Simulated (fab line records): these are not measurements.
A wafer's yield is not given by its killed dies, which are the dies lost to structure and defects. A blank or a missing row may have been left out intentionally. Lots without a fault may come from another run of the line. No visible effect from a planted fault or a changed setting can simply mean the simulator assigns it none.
Struck lot and sound lot, side by side | flow nand harc | 37 out of 1302 route steps
Sound: these wafers, L523.1, L523.3, L523.5. Wafers struck: L534.1, L534.5, L534.6. Last of all comes the cause.
Order at every step that has rows: each side's tool, ch and its chambers, its first start. Under that, the readings that differ: sound wafers | struck wafers | difference of the means | sigmas: that difference in standard deviations of wafers without a fault.
alike: readings with means less than 2 such deviations apart, plus words and numbers identical on both sides. not compared: withheld readings, readings lacking a value on some wafer, bounds such as >300 that could conceal the same value, and numbers that have no deviation in the record and whose values overlap.
Wherever a step has rows on one side only, a row that says differs or no value, or a row with sigmas, the two part there. Numbers that have no deviation but don't overlap get no sigmas and don't part them. A reading that every wafer of one side lacks parts them only if that side has two wafers or more.

NHARC_THIN_TSV_CD_MEAS_16:
  sound on cd sem-02 at day 28 19:47; struck on cd sem-03 at day 32 20:04
  alike: cd nm
NHARC_THIN_TSV_STRIP_45: strips in O2.
  sound on plasma asher-02 ch 0,1, day 28 19:52; struck on plasma asher-02 ch 0,1, day 32 20:17
  alike: drypump motor current A, heater power w
  not compared: rf hours counter h
then, 1 step without rows for these wafers: NHARC_THIN_TSV_STRIP_46 (strips in post etch residue remover, time 1200 s).
NHARC_THIN_TSV_DEP_47: deposits SiO2, target thk 200 nm.
  sound on pecvd-03 ch 0,1,2, day 28 23:56; struck on pecvd-02 ch 0,1,2, day 32 21:05
  alike: throttle valve pct
then, 8 steps without rows for these wafers: NHARC_THIN_TSV_ETCHBACK_48 (etches the open film in C4F8/Ar, target depth 1028.5 nm, time 405.17 s); NHARC_THIN_TSV_STRIP_62 (strips in N2/H2, time 20 s); NHARC_THIN_TSV_DEGAS_49 (time 120 s); NHARC_THIN_TSV_PRE_CLEAN_50 (time 30 s); NHARC_THIN_TSV_PVD_19 (deposits TaN, target thk 20 nm); NHARC_THIN_TSV_PVD_51 (deposits Cu, target thk 100 nm); NHARC_THIN_TSV_ECD_20 (material Cu, target thk 2000 nm); NHARC_THIN_TSV_ANNEAL_52 (time 90 s).
NHARC_THIN_TSV_CMP_21: polishes, t overpolish 30 s, target thk 2000 nm.
  sound on cmp-01 ch 0,1,2, day 29 02:47; struck on cmp-03 ch 2,3, day 32 23:46
  no value came back on the struck wafers for edge zone pressure frac, motor current A (A), overpolish run s (s); on the sound wafers edge zone pressure frac reads 1.006 1.012 1.011
following that, these wafers have no rows for 1 step: NHARC_THIN_TSV_SRD_23.
NHARC_THIN_TSV_DEGAS_53: time 60 s.
  sound on pvd sputter-03 at day 29 03:11; struck on pvd sputter-02 at day 33 00:16
  alike: heater power w
NHARC_THIN_TSV_PRE_CLEAN_54: time 30 s.
  sound on pvd sputter-03 at day 29 03:15; struck on pvd sputter-02 at day 33 00:20
  alike: heater power w
then, 10 steps without rows for these wafers: NHARC_THIN_TSV_PVD_55 (deposits TiN, target thk 50 nm); NHARC_THIN_TSV_PVD_24 (deposits Al, target thk 800 nm); NHARC_THIN_TSV_DEHYDRATE_25 (time 120 s); NHARC_THIN_TSV_HMDS_26 (time 30 s); NHARC_THIN_TSV_COAT_27; NHARC_THIN_TSV_SOFTBAKE_28 (time 95 s); NHARC_THIN_TSV_EBR_29; NHARC_THIN_TSV_EXPOSE_30 (exposes mask PAD); NHARC_THIN_TSV_PEB_31 (peb time 85 s); NHARC_THIN_TSV_DEVELOP_32 (time 70 s).
NHARC_THIN_TSV_CD_MEAS_33: the cd target is 5000 nm.
  sound on cd sem-03 ch 0, day 29 04:19; struck on cd sem-01 ch 0, day 33 01:23
  reading    | sound                | struck               | difference | sigmas
  cd nm (nm) | 5002.4 5006.5 5003.8 | 4997.8 5000.1 4998.7 | -5.4       | -2
then, 1 step without rows for these wafers: NHARC_THIN_TSV_HARDBAKE_34 (time 80 s).
NHARC_THIN_TSV_DESCUM_35: chemistry O2, time 3 s.
  sound on rie diel-12 ch 2,3, day 29 04:30; struck on rie diel-10 ch 0,3, day 33 01:34
  alike: drypump motor current A, oes product au, rf vpp V, showerhead plenum p Torr, throttle valve pct
  not compared: rf hours counter h
then, 4 steps without rows for these wafers: NHARC_THIN_TSV_ETCH_59 (etches the open film in Cl2/BCl3, target depth 880 nm, time 138.1 s); NHARC_THIN_TSV_ETCH_36 (etches the open film in Cl2/BCl3, target depth 65 nm, time 18.571 s); NHARC_THIN_TSV_STRIP_56 (strips in O2); NHARC_THIN_TSV_STRIP_57 (strips in post etch residue remover, time 1200 s).
NHARC_THIN_TSV_CD_MEAS_37:
  sound on cd sem-01 at day 29 05:46; struck on cd sem-02 at day 33 02:53
  alike: cd nm
then, 1 step without rows for these wafers: NHARC_THIN_TSV_ANNEAL_58 (time 1800 s).
NHARC_THIN_TSV_INSPECT_40:
  sound on defect inspect-02 at day 29 10:13; struck on defect inspect-01 at day 33 09:13
  reading          | sound       | struck         | difference | sigmas
  raw defect count | 486 506 446 | 6317 6505 6459 | +5948      | +65
NHARC_END_SORT_01:
  only the struck wafers appear in the record here, on prober-01 ch 0 at day 33 20:05; the sound ones have no rows

## WHERE THEY PART
At NHARC_THIN_TSV_CMP_21 first; at NHARC_END_SORT_01 last (within this record only).

WHY: what had been put in by the simulator
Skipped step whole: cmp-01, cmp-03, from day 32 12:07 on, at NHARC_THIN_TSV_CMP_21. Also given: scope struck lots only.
